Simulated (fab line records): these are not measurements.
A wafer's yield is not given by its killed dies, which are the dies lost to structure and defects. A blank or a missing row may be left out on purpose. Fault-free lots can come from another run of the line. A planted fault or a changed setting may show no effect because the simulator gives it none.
Matching of chambers | flow nand-harc | NHARC_A_M1_CMP_23 on cmp-03: 4 sister chambers
The step polishes, t overpolish 20 s, target thk 154.34 nm. 4 wafers are shown with their chamber, then 8 later ones without.

EACH WAFER AND ITS CHAMBER
wafer  | chamber | motor-current-A (A)
L342.1 | 3       | 11.9
L342.3 | 2       | 10.1
L342.6 | 0       | 11.7
L344.1 | 1       | 14.2

WAFERS MISSING THEIR CHAMBER
wafer  | motor-current-A (A)
L344.2 | 11.5
L344.3 | 11.7
L348.1 | 10.5
L348.2 | 11.5
L348.6 | 11.6
L349.1 | 14.0
L349.5 | 11.5
L349.6 | 13.3

EACH ONE'S CHAMBER
wafer  | from the rows above          | in truth
L344.2 | can't be placed: 0 or 3      | 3
L344.3 | can't be placed: 0 or 3      | 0
L348.1 | 2                            | 2
L348.2 | can't be placed: 0 or 3      | 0
L348.6 | can't be placed: 0 or 3      | 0
L349.1 | 1                            | 1
L349.5 | can't be placed: 0 or 3      | 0
L349.6 | can't be placed: 1 or 3 or 0 | 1
Correct placement for 2 of the 8. From these rows, 6 cannot be placed; in 6 the true chamber is one of the candidates. 0 placed wrongly.
How it was worked out, from the rows above alone: a wafer's distance from a chamber is the root of the sum, over the readings, of the square of ((its reading less the chamber's mean) divided by the reading's scatter). If the next closest chamber is less than 2 further off than the closest, the wafer can't be placed; otherwise it belongs to the closest. The mean given for a chamber averages the wafers shown for that chamber. The scatter (one wafer shown for each chamber): square how far every hidden wafer sits from the nearest shown wafer, average those squares and take the square root.
